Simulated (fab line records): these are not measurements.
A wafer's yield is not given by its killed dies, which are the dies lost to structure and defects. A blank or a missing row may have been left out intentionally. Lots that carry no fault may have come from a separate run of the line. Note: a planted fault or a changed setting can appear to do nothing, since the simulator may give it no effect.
Which tool was responsible? | flow nand harc | 39 wafers from 13 lots sampled at 5 of the route's 1302 steps

== WHAT EACH GAUGE READ, for each wafer ==
NHARC_END_SORT_01. Usual: defect limited yield 91.0 %, standard deviation 2.8; killed at array 56, standard deviation 18; killed at other 1.4, standard deviation 1.5; killed at periphery 4, standard deviation 3.1; killed dies 61, standard deviation 19; killed open 3.5, standard deviation 1.8; killed short 2.4, standard deviation 1.4.
lot  | measured     | on        | defect limited yield (%) | killed at array | killed at other | killed at periphery | killed dies | killed open | killed short | flag
L180 | day 27 20:19 | prober-02 | 91.0 91.4 90.3           | 52 55 55        | 3 0 2           | 6 3 9               | 61 58 66    | 4 3 4       | 4 3 1        |
L183 | day 28 07:32 | prober-01 | 92.0 91.1 92.0           | 47 43 48        | 0 3 1           | 7 14 5              | 54 60 54    | 6 4 2       | 4 4 2        |
L187 | day 30 05:56 | prober-02 | 95.0 93.9 94.4           | 29 36 34        | 3 2 2           | 2 3 2               | 34 41 38    | 2 5 5       | 2 5 3        |

== TOOL THAT RAN EACH LOT (tool first, then ch and the chambers of the sampled wafers, then the start) ==
lot  | NHARC_A_M0_ANNEAL_30             | NHARC_A_M1_ETCH_28                 | NHARC_A_M1_PRE_CLEAN_30                 | NHARC_A_M1_CMP_23
L174 | rtp anneal-02 ch 0, day 22 21:55 | rie diel-10 ch 1,2, day 23 00:50   | pvd sputter-01, day 23 02:19 or earlier | cmp-01 ch 0,1,3, day 23 02:19
L176 | rtp anneal-01 ch 0, day 24 03:08 | rie diel-10 ch 1,2, day 24 06:22   | pvd sputter-02, day 24 07:53 or earlier | cmp-01 ch 1,2, day 24 07:53
L181 | rtp anneal-01 ch 0, day 25 22:46 | rie diel-05 ch 1,3, day 26 01:43   | pvd sputter-03, day 26 03:11 or earlier | cmp-03 ch 0,2,3, day 26 03:11
L182 | rtp anneal-01 ch 0, day 26 00:05 | rie diel-05 ch 0,1,3, day 26 03:06 | pvd sputter-03, day 26 04:38 or earlier | cmp-01 ch 1,2,3, day 26 04:38
L180 | rtp anneal-01 ch 0, day 26 02:11 | rie diel-05 ch 0,2, day 26 06:24   | pvd sputter-01, day 26 08:00 or earlier | cmp-03 ch 0,2, day 26 08:00
L183 | rtp anneal-01 ch 0, day 26 15:44 | rie diel-05 ch 0,1,2, day 26 18:35 | pvd sputter-02, day 26 20:04 or earlier | cmp-01 ch 2,3, day 26 20:04
L187 | rtp anneal-01 ch 0, day 28 14:40 | rie diel-10 ch 0,1,2, day 28 17:50 | pvd sputter-01, day 28 19:38 or earlier | cmp-02 ch 1,2, day 28 19:38
L190 | rtp anneal-02 ch 0, day 29 12:02 | rie diel-05 ch 0,2, day 29 15:13   | pvd sputter-03, day 29 16:46 or earlier | cmp-01 ch 1,3, day 29 16:46
L189 | rtp anneal-02 ch 0, day 30 05:10 | rie diel-10 ch 0,2,3, day 30 08:11 | pvd sputter-02, day 30 09:49 or earlier | cmp-01 ch 0,2,3, day 30 09:49
L192 | rtp anneal-01 ch 0, day 30 08:43 | rie diel-05 ch 1,3, day 30 11:38   | pvd sputter-02, day 30 13:08 or earlier | cmp-02 ch 0,2, day 30 13:08
L193 | rtp anneal-01 ch 0, day 31 04:58 | rie diel-05 ch 2,3, day 31 07:43   | pvd sputter-02, day 31 09:17 or earlier | cmp-01 ch 0,2,3, day 31 09:17
L196 | rtp anneal-01 ch 0, day 32 03:39 | rie diel-05 ch 0,2,3, day 32 06:30 | pvd sputter-02, day 32 07:59 or earlier | cmp-03 ch 0,3, day 32 07:59
L197 | rtp anneal-02 ch 0, day 32 17:40 | rie diel-10 ch 0,1,3, day 32 20:30 | pvd sputter-03, day 32 21:59 or earlier | cmp-01 ch 0,2,3, day 32 21:59
- NHARC_A_M0_ANNEAL_30: time 90 s.
- NHARC_A_M1_ETCH_28: etches the open film in CF4/N2, target depth 30 nm, time 72.99 s.
- NHARC_A_M1_PRE_CLEAN_30: time 30 s.
- NHARC_A_M1_CMP_23: polishes, t overpolish 20 s, target thk 154.34 nm.

== AS READ BY THE TOOLS THEMSELVES (means over the sampled wafers that have a number; for cases with no such wafer, the mark the record gives instead) ==
NHARC_A_M0_ANNEAL_30. Usual: wafer_temp_C_max reads 226.14 (standard deviation 0.25).
lot  | tool          | wafer_temp_C_max | flag
L174 | rtp anneal-02 | 226.25           |
L176 | rtp anneal-01 | 225.93           |
L181 | rtp anneal-01 | 226.33           |
L182 | rtp anneal-01 | 225.89           |
L180 | rtp anneal-01 | 226.03           |
L183 | rtp anneal-01 | 226.36           |
L187 | rtp anneal-01 | 225.95           |
L190 | rtp anneal-02 | 226.08           |
L189 | rtp anneal-02 | 226.31           |
L192 | rtp anneal-01 | 226.14           |
L193 | rtp anneal-01 | 226.08           |
L196 | rtp anneal-01 | 226.00           |
L197 | rtp anneal-02 | 226.29           |

NHARC_A_M1_ETCH_28. Usual: drypump motor current A 5.5 A, standard deviation 0.52; n2 flow sccm 100.0 sccm, standard deviation 0.31; oes product au 1.005 a.u., standard deviation 0.011; rf vpp V 314.3 V, standard deviation 1.9; showerhead plenum p Torr 2.64 Torr, standard deviation 0.1; throttle valve pct 19.793 %, standard deviation 0.0097.
lot  | tool        | drypump motor current A (A) | n2 flow sccm (sccm) | oes product au (a.u.) | rf vpp V (V) | showerhead plenum p Torr (Torr) | throttle valve pct (%) | flag
L174 | rie diel-10 | 5.3                         | 100.0               | 1.009                 | 315.2        | 2.72                            | 19.792                 |
L176 | rie diel-10 | 5.2                         | 99.7                | 1.003                 | 315.4        | 2.71                            | 19.784                 |
L181 | rie diel-05 | 5.7                         | 100.0               | 1.016                 | 312.8        | 2.49                            | 19.806                 |
L182 | rie diel-05 | 6.0                         | 100.0               | 1.005                 | 313.4        | 2.59                            | 19.797                 |
L180 | rie diel-05 | 6.0                         | 99.9                | 0.944                 | 315.5        | 2.71                            | 19.795                 | OFF
L183 | rie diel-05 | 5.6                         | 100.2               | 0.947                 | 314.7        | 2.64                            | 19.794                 | OFF
L187 | rie diel-10 | 5.5                         | 100.1               | 0.998                 | 314.4        | 2.65                            | 19.796                 |
L190 | rie diel-05 | 5.6                         | 100.0               | 1.013                 | 314.6        | 2.66                            | 19.797                 |
L189 | rie diel-10 | 5.3                         | 100.3               | 0.998                 | 315.0        | 2.66                            | 19.793                 |
L192 | rie diel-05 | 5.8                         | 100.4               | 1.015                 | 313.1        | 2.49                            | 19.788                 |
L193 | rie diel-05 | 5.5                         | 100.5               | 1.026                 | 312.1        | 2.57                            | 19.794                 |
L196 | rie diel-05 | 5.9                         | 100.0               | 1.025                 | 313.4        | 2.61                            | 19.797                 |
L197 | rie diel-10 | 5.6                         | 100.2               | 1.008                 | 314.6        | 2.61                            | 19.791                 |

NHARC_A_M1_PRE_CLEAN_30. Usual: heater power w reads 399 W (standard deviation 54).
lot  | tool           | heater power w (W) | flag
L174 | pvd sputter-01 | 352                |
L176 | pvd sputter-02 | 419                |
L181 | pvd sputter-03 | 427                |
L182 | pvd sputter-03 | 447                |
L180 | pvd sputter-01 | 395                |
L183 | pvd sputter-02 | 380                |
L187 | pvd sputter-01 | 400                |
L190 | pvd sputter-03 | 402                |
L189 | pvd sputter-02 | 421                |
L192 | pvd sputter-02 | 396                |
L193 | pvd sputter-02 | 411                |
L196 | pvd sputter-02 | 370                |
L197 | pvd sputter-03 | 436                |

NHARC_A_M1_CMP_23. Usual: motor current A 13.0 A, standard deviation 1.5; pad life wafers 177, standard deviation 120; time to endpoint s 29.0 s, standard deviation 2.3.
lot  | tool   | motor current A (A) | pad life wafers | time to endpoint s (s) | flag
L174 | cmp-01 | 13.0                | 134             | 30.2                   |
L176 | cmp-01 | 14.5                | 216             | 30.3                   |
L181 | cmp-03 | 13.3                | 188             | 28.8                   |
L182 | cmp-01 | 13.6                | 56              | 27.6                   |
L180 | cmp-03 | 13.0                | 218             | 27.9                   |
L183 | cmp-01 | 13.3                | 114             | 26.8                   |
L187 | cmp-02 | 13.9                | 134             | 28.7                   |
L190 | cmp-01 | 13.0                | 8               | 29.9                   |
L189 | cmp-01 | 12.5                | 80              | 27.8                   |
L192 | cmp-02 | 14.5                | 313             | 24.4                   |
L193 | cmp-01 | 12.4                | 159             | 29.3                   |
L196 | cmp-03 | 13.2                | 385             | 30.2                   |
L197 | cmp-01 | 12.5                | 271             | 28.6                   |

== THE ANSWER, worked out from the rows above alone ==
Rule: a lot counts as off when the mean over its wafers that have a number is more than 3 standard deviations away from the usual mean. A lot without any number at a reading at which 4 lots or more have one is off too. The other lots that the step has rows for count as sound. Order of review: gauges by route order, followed by the tools' own readings, for which a lot's mean as printed above is used. The first step at which some lot is off is used, and at that step the reading that is off furthest; a lot without a number counts as furthest.
Off: L180, L183 (NHARC_A_M1_ETCH_28, oes product au).
If a tool, at that step or one of the process steps before it, ran each lot that is off and ran no sound lot following the first of them, it fits. Of those tried, none fits.

== WHAT THE SIMULATOR PUT IN ==
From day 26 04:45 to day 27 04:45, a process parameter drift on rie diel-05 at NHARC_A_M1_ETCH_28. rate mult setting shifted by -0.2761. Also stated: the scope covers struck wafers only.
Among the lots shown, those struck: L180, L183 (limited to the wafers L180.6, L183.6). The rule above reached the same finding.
